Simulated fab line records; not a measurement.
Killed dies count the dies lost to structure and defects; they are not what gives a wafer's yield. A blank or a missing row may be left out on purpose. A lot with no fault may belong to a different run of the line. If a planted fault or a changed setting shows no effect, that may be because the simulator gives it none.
fab line records	flow nand_harc
record: lots: 10	wafers: 30	last_day: 33
route steps=1302 shown A_M1@1182
lots with no fault: from the same line, run without faults
start_h: hours from the record's first day to the start of the lot's first wafer shown	wait_h: hours from the lot's prior step to this one	" same as the row above	L1.1+2: a single row standing in for several wafers	- no value, or no start given	* or withheld: withheld	< > ~ a bound
route shown NAME@n: NAME is a module with steps in the file, n the number in the route of the first one	usual: average and standard deviation across the fault-free wafers	same: alike in all rows	chamber/n: place in a boat	sites: each site's reading	_std_site: standard deviation across them	_edge_site: inner sites' mean taken away from outer sites' mean	radius_mm: for every site, how far away it sits from the centre of the wafer	mask NAME#n: copy n	behind: the last tool/chamber to shape the wafer	hold: cause of the lot's hold/its duration in hours/its outcome	device: the transistor (n, p or np) that didn't switch	end of line: tests run on the same wafers once the route is complete	for a step that has no rows: nothing shown but its recipe	killed: not the wafer's yield, but the dies lost to structure and defects at the first sort	map: the dies of a wafer, with x for killed, . for not killed, _ for no die there
set.NAME: the setting the step ran with; set.NAME@STEP: the setting that earlier step ran with	model.NAME: the simulator's own value behind a step, which no gauge read
route steps across a sampled set of lots; one table per step, one row per wafer
services: the hour from which a tool's chamber was out of use, counted from the record's first day as start_h (under 0 if before that day), plus the number of hours and why
== steps ==
step: NHARC_A_M1_DESCUM_14
recipe: time_s: 3	o2_flow_sccm: 200	ar_flow_sccm: 0	bias_power_w: 0	chemistry: O2
usual: drypump_motor_current_A: 5.7/0.39	mfc_ar_sccm: 0.008/0.013	oes_product_au: 1.001/0.012	rf_vpp_V: 57.7/0.83	showerhead_plenum_p_Torr: 1.90/0.088	throttle_valve_pct: 11.310/0.009
lot.wafer	tool	chamber	start_h	wait_h	drypump_motor_current_A	mfc_ar_sccm	oes_product_au	rf_hours_counter_h	rf_vpp_V	showerhead_plenum_p_Torr	throttle_valve_pct
L660.1	rie_diel-02	0	539.31	0.1	6.4	0	1.024	7.2	59.5	2.06	11.301
L660.3	"	1	"	"	5.3	0.037	0.996	8.0	55.3	1.81	11.309
L660.5	"	2	"	"	5.4	0.000	0.996	-	58.0	1.86	11.305
L665.3	rie_diel-06	3	592.42	0.1	5.7	0.005	0.989	3.1	58.5	1.91	11.320
L665.4	"	1	"	"	5.7	0	0.998	3.2	59.4	1.88	11.312
L665.6	"	3	"	"	5.7	0.005	0.986	-	57.8	1.91	11.306
L668.1	rie_diel-02	2	618.83	0.1	5.4	0.000	0.999	2.0	58.0	1.86	11.298
L668.4	"	3	"	"	5.4	0	1.008	2.2	59.6	1.91	11.295
L668.6	"	2	"	"	5.4	0.000	0.996	-	58.2	1.86	11.318
L669.2	rie_diel-02	3	631.57	0.1	5.4	0	1.009	3.6	58.4	1.91	11.308
L669.3	"	1	"	"	5.3	0.037	0.986	2.8	56.4	1.80	11.311
L669.5	"	3	"	"	5.4	0	1.015	-	58.2	1.91	11.318
L675.1	rie_diel-02	3	676.37	0.1	5.4	0	1.003	5.5	57.7	1.91	11.326
L675.6	"	2	"	"	5.4	0.000	0.983	-	57.4	1.86	11.301
L675.5	"	3	"	"	5.4	0	1.004	-	57.6	1.91	11.309
L677.3	rie_diel-02	2	718.77	0.1	5.4	0.000	0.989	7.6	57.2	1.86	11.320
L677.2	"	3	"	"	5.4	0	1.008	7.6	57.4	1.91	11.303
L677.6	"	1	"	"	5.3	0.037	0.991	-	56.9	1.80	11.306
L676.4	rie_diel-02	1	721.01	0.1	5.3	0.037	0.987	6.4	58.4	1.80	11.325
L676.3	"	3	"	"	5.4	0	1.007	7.7	59.4	1.91	11.298
L676.1	"	0	"	"	6.4	0	1.016	8.1	59.7	2.05	11.309
L678.3	rie_diel-02	3	727.33	0.1	5.4	0	1.013	8.0	57.8	1.91	11.302
L678.4	"	0	"	"	6.3	0	1.014	8.3	58.4	2.05	11.297
L678.6	"	0	"	"	6.3	0	1.017	-	58.1	2.05	11.313
L679.2	rie_diel-08	1	735.78	0.1	6.1	0	1.000	0.0	58.5	1.94	11.321
L679.3	"	2	"	"	5.3	0.034	1.015	0.0	58.5	1.93	11.317
L679.6	"	0	"	"	5.9	0.013	1.006	-	56.1	1.77	11.307
L681.1	rie_diel-08	0	753.90	0.1	5.9	0.013	1.001	0.5	56.9	1.77	11.306
L681.3	"	1	"	"	6.1	0	1.004	0.5	57.2	1.94	11.307
L681.6	"	0	"	"	5.9	0.013	1.003	-	56.9	1.77	11.308
step: NHARC_A_M1_ETCH_15
recipe: target_depth_a: 1825	time_s: 91.2	c4f8_flow_sccm: withheld	ar_flow_sccm: 400	rf_w: 600	bias_w: 300	chemistry: C4F8/Ar
usual: oes_product_au: 0.950/0.025	rf_fwd_power_W: 594.8/2.3	rf_vpp_V: 440.5/2.8
lot.wafer	tool	chamber	start_h	wait_h	oes_product_au	rf_fwd_power_W	rf_hours_counter_h	rf_vpp_V
L660.1	rie_diel-02	0	-	-	0.989	590.6	7.3	446.4
L660.3	"	1	"	"	0.970	594.9	8.1	438.2
L660.5	"	2	"	"	0.965	594.9	-	440.3
L665.4	rie_diel-06	2	-	-	0.920	593.5	2.9	443.4
L665.3	"	3	"	"	0.918	592.4	3.2	441.6
L665.6	"	1	"	"	0.921	591.9	-	439.7
L668.1	rie_diel-02	1	-	-	0.958	594.6	2.0	437.7
L668.4	"	2	"	"	0.950	596.1	2.0	439.0
L668.6	"	3	"	"	0.977	597.6	-	441.1
L669.2	rie_diel-02	3	-	-	0.941	597.0	3.6	440.2
L669.3	"	0	"	"	0.939	591.5	3.4	445.1
L669.5	"	3	"	"	0.944	597.9	-	441.0
L675.1	rie_diel-02	3	-	-	0.934	595.4	5.5	439.7
L675.6	"	1	"	"	0.900	597.2	-	437.8
L675.5	"	2	"	"	0.920	594.2	-	439.1
L677.3	rie_diel-02	1	-	-	0.949	594.9	6.4	437.6
L677.2	"	2	"	"	0.943	595.6	7.6	440.1
L677.6	"	2	"	"	0.951	596.4	-	439.1
L676.4	rie_diel-02	3	-	-	0.992	596.8	7.8	442.6
L676.1	"	0	"	"	0.977	596.2	8.1	444.9
L676.3	"	1	"	"	0.940	594.3	6.5	437.8
L678.4	rie_diel-02	1	-	-	0.912	597.1	6.8	437.0
L678.3	"	2	"	"	0.920	592.8	8.0	438.6
L678.6	"	1	"	"	0.904	594.6	-	438.6
L679.2	rie_diel-08	2	-	-	0.993	592.0	0.0	441.8
L679.3	"	3	"	"	0.986	594.5	0.0	444.0
L679.6	"	3	"	"	0.983	595.8	-	443.7
L681.1	rie_diel-08	2	-	-	1.000	596.2	0.5	440.9
L681.3	"	3	"	"	0.979	597.3	0.5	444.0
L681.6	"	3	"	"	0.985	594.0	-	443.6
step: NHARC_A_M1_ETCH_28
recipe: target_depth_a: 300	over_etch_frac: 0.3	time_s: 72.99	ion_energy_ev: 150	cf4_flow_sccm: 50	n2_flow_sccm: 100	ar_flow_sccm: 150	rf_w: 300	bias_w: 100	chemistry: CF4/N2
usual: drypump_motor_current_A: 5.8/0.36	mfc_ar_sccm: 150.1/0.43	oes_product_au: 1.000/0.013	rf_fwd_power_W: 297.1/1.2	rf_vpp_V: 313.9/2.1	showerhead_plenum_p_Torr: 2.61/0.11	throttle_valve_pct: 19.793/0.0083
lot.wafer	tool	chamber	start_h	wait_h	drypump_motor_current_A	mfc_ar_sccm	oes_product_au	rf_fwd_power_W	rf_hours_counter_h	rf_vpp_V	showerhead_plenum_p_Torr	throttle_valve_pct
L660.3	rie_diel-06	1	-	-	5.7	149.8	1.019	297.3	1.6	313.4	2.59	19.797
L660.1	"	2	"	"	5.7	150.0	1.000	296.1	1.6	317.2	2.73	19.793
L660.5	"	0	"	"	6.3	150.3	0.983	297.7	-	310.4	2.45	19.784
L665.3	rie_diel-08	3	-	-	5.8	149.8	1.022	298.6	2.2	315.5	2.78	19.790
L665.4	"	1	"	"	6.1	150.4	1.022	297.9	2.8	315.2	2.66	19.798
L665.6	"	3	"	"	5.8	150.3	1.024	298.5	-	315.7	2.78	19.793
L668.4	rie_diel-06	3	-	-	5.7	149.0	1.000	295.7	3.5	315.2	2.62	19.792
L668.1	"	1	"	"	5.7	150.0	1.005	294.7	3.7	313.7	2.58	19.785
L668.6	"	2	"	"	5.7	150.7	1.003	295.8	-	316.4	2.72	19.801
L669.3	rie_diel-06	0	-	-	6.4	150.0	0.999	298.0	4.2	310.2	2.45	19.803
L669.2	"	1	"	"	5.7	150.6	1.011	296.3	4.2	313.6	2.58	19.804
L669.5	"	2	"	"	5.7	149.8	1.001	296.6	-	316.3	2.72	19.787
L675.1	rie_diel-06	0	-	-	6.3	149.9	1.014	297.6	0.2	311.2	2.45	19.794
L675.5	"	1	"	"	5.7	150.0	1.007	297.1	-	314.1	2.58	19.791
L675.6	"	2	"	"	5.7	150.0	0.998	296.8	-	315.9	2.73	19.795
L677.3	rie_diel-02	0	-	-	6.4	149.8	1.011	296.0	8.0	317.1	2.81	19.810
L677.2	"	2	"	"	5.4	150.1	0.991	298.4	7.7	313.0	2.55	19.792
L677.6	"	0	"	"	6.4	150.4	1.012	295.8	-	317.1	2.81	19.796
L676.3	rie_diel-06	0	-	-	6.3	150.7	0.972	297.9	2.0	311.2	2.45	19.788
L676.4	"	1	"	"	5.7	150.1	0.991	296.3	1.9	313.8	2.58	19.797
L676.1	"	2	"	"	5.7	150.2	1.006	297.3	1.9	317.1	2.72	19.785
L678.3	rie_diel-06	1	-	-	5.7	149.7	0.992	297.3	2.0	312.6	2.58	19.786
L678.4	"	2	"	"	5.7	150.7	1.007	297.7	2.0	316.0	2.72	19.809
L678.6	"	3	"	"	5.7	150.5	1.017	295.6	-	313.8	2.62	19.803
L679.2	rie_diel-02	1	-	-	5.3	149.3	0.983	298.9	7.5	311.4	2.48	19.791
L679.3	"	3	"	"	5.4	149.4	1.010	296.7	8.6	313.2	2.62	19.791
L679.6	"	2	"	"	5.4	149.9	0.996	297.8	-	313.7	2.55	19.805
L681.3	rie_diel-06	3	-	-	5.7	150.2	1.018	295.4	2.5	314.0	2.62	19.790
L681.1	"	1	"	"	5.7	150.7	0.987	296.7	3.3	312.7	2.58	19.801
L681.6	"	2	"	"	5.7	150.3	1.000	297.2	-	314.6	2.72	19.794
step: NHARC_A_M1_ECD_22
recipe: target_thk_a: 4000	bath_temp_c: 25	material: Cu
lot.wafer	tool	chamber	start_h	wait_h
L660.1+3+5	ecd_cu-02	0,1,0	540.76	-
L665.4+3+6	ecd_cu-01	1,0,0	593.89	-
L668.1+4+6	ecd_cu-02	0,1,0	620.21	-
L669.2+3+5	ecd_cu-02	0	633.00	-
L675.1+5+6	ecd_cu-01	1,0,1	677.86	-
L677.2+3+6	ecd_cu-02	1,1,0	720.23	-
L676.1+4+3	ecd_cu-02	1,0,1	722.44	-
L678.3+4+6	ecd_cu-02	0,1,0	728.81	-
L679.2+3+6	ecd_cu-01	0,1,1	737.24	-
L681.1+3+6	ecd_cu-02	0,1,0	755.37	-
step: NHARC_A_M1_CMP_23
recipe: t_overpolish_s: 20	target_thk_nm: 154.34
usual: motor_current_A: 11.3/1.1	time_to_endpoint_s: 28.5/2.8
same: t_overpolish_s: 20
lot.wafer	tool	chamber	start_h	wait_h	motor_current_A	time_to_endpoint_s
L660.3	cmp-03	2	541.52	-	9.8	28.1
L660.1	"	1	"	"	10.5	29.9
L660.5	"	2	"	"	9.6	26.5
L665.3	cmp-03	1	594.52	-	10.9	29.0
L665.4	"	2	"	"	10.3	24.9
L665.6	"	2	"	"	10.0	26.0
L668.4	cmp-01	2	620.98	-	10.9	28.0
L668.1	"	3	"	"	10.7	27.4
L668.6	"	1	"	"	10.1	42.8
L669.3	cmp-01	2	633.70	-	10.1	29.0
L669.2	"	0	"	"	11.9	48.4
L669.5	"	1	"	"	10.3	25.7
L675.1	cmp-03	2	678.56	-	9.5	25.8
L675.5	"	1	"	"	10.9	29.3
L675.6	"	2	"	"	10.3	27.9
L677.2	cmp-03	0	720.90	-	13.2	24.6
L677.3	"	2	"	"	9.5	22.8
L677.6	"	1	"	"	10.2	29.4
L676.1	cmp-01	0	723.11	-	13.0	33.1
L676.3	"	2	"	"	11.2	33.3
L676.4	"	3	"	"	11.3	30.0
L678.4	cmp-03	2	729.47	-	10.1	25.0
L678.3	"	1	"	"	10.8	28.9
L678.6	"	2	"	"	9.6	27.4
L679.3	cmp-01	1	737.94	-	9.7	25.7
L679.2	"	3	"	"	10.8	28.4
L679.6	"	0	"	"	12.4	30.8
L681.3	cmp-02	3	756.10	-	11.2	34.5
L681.1	"	0	"	"	12.8	23.1
L681.6	"	2	"	"	12.3	28.4
== services ==
tool	chamber	start_h	hours	kind
cmp-03	-	536.21	0.9	repair
rie_diel-02	3	538.09	1.5	repair
rie_diel-08	2	540.60	7.3	repair
rie_diel-08	-	544.80	9.0	pm
rie_diel-06	2	563.09	5.4	repair
cmp-03	-	568.87	3.5	repair
rie_diel-02	-	570.74	9.0	pm
cmp-03	-	574.55	4.0	pm
cmp-01	-	577.50	4.0	pm
rie_diel-08	0	583.51	9.2	repair
ecd_cu-02	-	601.09	8.0	pm
rie_diel-06	3	637.55	1.6	repair
ecd_cu-02	-	643.36	1.1	repair
ecd_cu-01	-	647.80	0.6	repair
rie_diel-02	3	657.49	12.4	repair
rie_diel-06	-	661.20	9.0	pm
cmp-03	-	672.55	4.0	pm
cmp-01	-	675.50	4.0	pm
rie_diel-02	1	681.82	10.4	repair
ecd_cu-01	-	688.20	8.0	pm
cmp-01	-	708.45	0.8	repair
rie_diel-08	-	721.80	9.0	pm
cmp-01	-	746.34	0.5	repair
rie_diel-02	-	747.74	9.0	pm
== key ==
first_sign: step: NHARC_A_M1_CMP_23	reading: time_to_endpoint_s	direction: up	sigmas: 6.1	usual: *	struck: *
effect none on later readings
met_at NHARC_A_M1_ECD_22
struck_lots L668,L669
struck_wafers L668.6,L669.2
not_acting_at NHARC_A_M1_DESCUM_14,NHARC_A_M1_ETCH_15,NHARC_A_M1_ETCH_28
onset_between 540.76 620.21
fault: kind: process_parameter_drift	tool: ecd_cu-02	chamber: -	onset_h: 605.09	steps: NHARC_A_M1_ECD_22	channel: target_thk_a	offset: *	shape: step	end_h: 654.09	scope: struck_wafers_only	acts_in: *	stated: *
